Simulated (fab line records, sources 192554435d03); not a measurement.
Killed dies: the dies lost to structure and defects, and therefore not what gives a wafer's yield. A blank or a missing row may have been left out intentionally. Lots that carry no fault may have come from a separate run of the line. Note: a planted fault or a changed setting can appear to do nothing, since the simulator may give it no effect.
Chamber matching -- flow n5 finfet -- N5_BEOL_M6_DESCUM_16 on rie diel-01: 4 sister chambers
The step chemistry O2, time 7.9 s. 14 wafers are shown with their chamber, then 7 later ones without.

== EACH WAFER AND ITS CHAMBER ==
wafer,chamber,showerhead plenum p Torr (Torr),drypump motor current A (A),throttle valve pct (%)
L078.1,2,2.14,6.2,20.59
L078.2,0,2.18,6.5,20.54
L078.6,3,2.08,6.1,20.99
L080.1,2,2.14,6.2,20.57
L080.2,0,2.17,6.4,20.57
L080.6,2,2.14,6.2,20.60
L082.2,1,1.98,5.9,20.30
L082.5,2,2.14,6.2,20.58
L082.6,1,1.98,5.9,20.30
L085.1,1,1.97,5.9,20.31
L085.2,2,2.13,6.2,20.61
L085.6,1,1.97,5.9,20.31
L089.3,3,2.07,6.1,20.55
L089.4,1,1.97,5.9,20.32

SIGNATURES (means of the wafers above)
reading,chamber 0,chamber 1,chamber 2,chamber 3,scatter within a chamber
showerhead plenum p Torr,2.1750,1.9740,2.1380,2.0750,0.00548
drypump motor current A,6.450,5.900,6.200,6.100,0.0224
throttle valve pct,20.5550,20.3080,20.5900,20.7700,0.0993
Rule: for a wafer and a chamber, the distance is found by dividing, reading by reading, the gap between the wafer's reading and the chamber's mean by the reading's scatter, squaring, summing and taking the root. If the next closest chamber is less than 2 further off than the closest, the wafer can't be placed; otherwise it belongs to the closest. The scatter is the square root of a quotient: the sum, over the shown wafers, of each reading's squared deviation from its chamber's mean, divided by wafers minus chambers.

== WAFERS WHOSE CHAMBER IS MISSING ==
wafer,showerhead plenum p Torr (Torr),drypump motor current A (A),throttle valve pct (%)
L089.6,2.17,6.5,20.60
L090.1,2.07,6.2,20.57
L090.4,1.97,5.9,20.33
L090.6,1.97,5.9,20.33
L094.2,2.17,6.5,20.62
L094.5,2.17,6.5,20.61
L094.6,2.07,6.1,20.54

== THE CHAMBER EACH PASSED THROUGH ==
wafer,from the rows above,in truth
L089.6,0,0
L090.1,3,3
L090.4,1,1
L090.6,1,1
L094.2,0,0
L094.5,0,0
L094.6,3,3
Placed correctly: 7 of 7. Number that these rows cannot place: 0. Placed wrongly: 0.
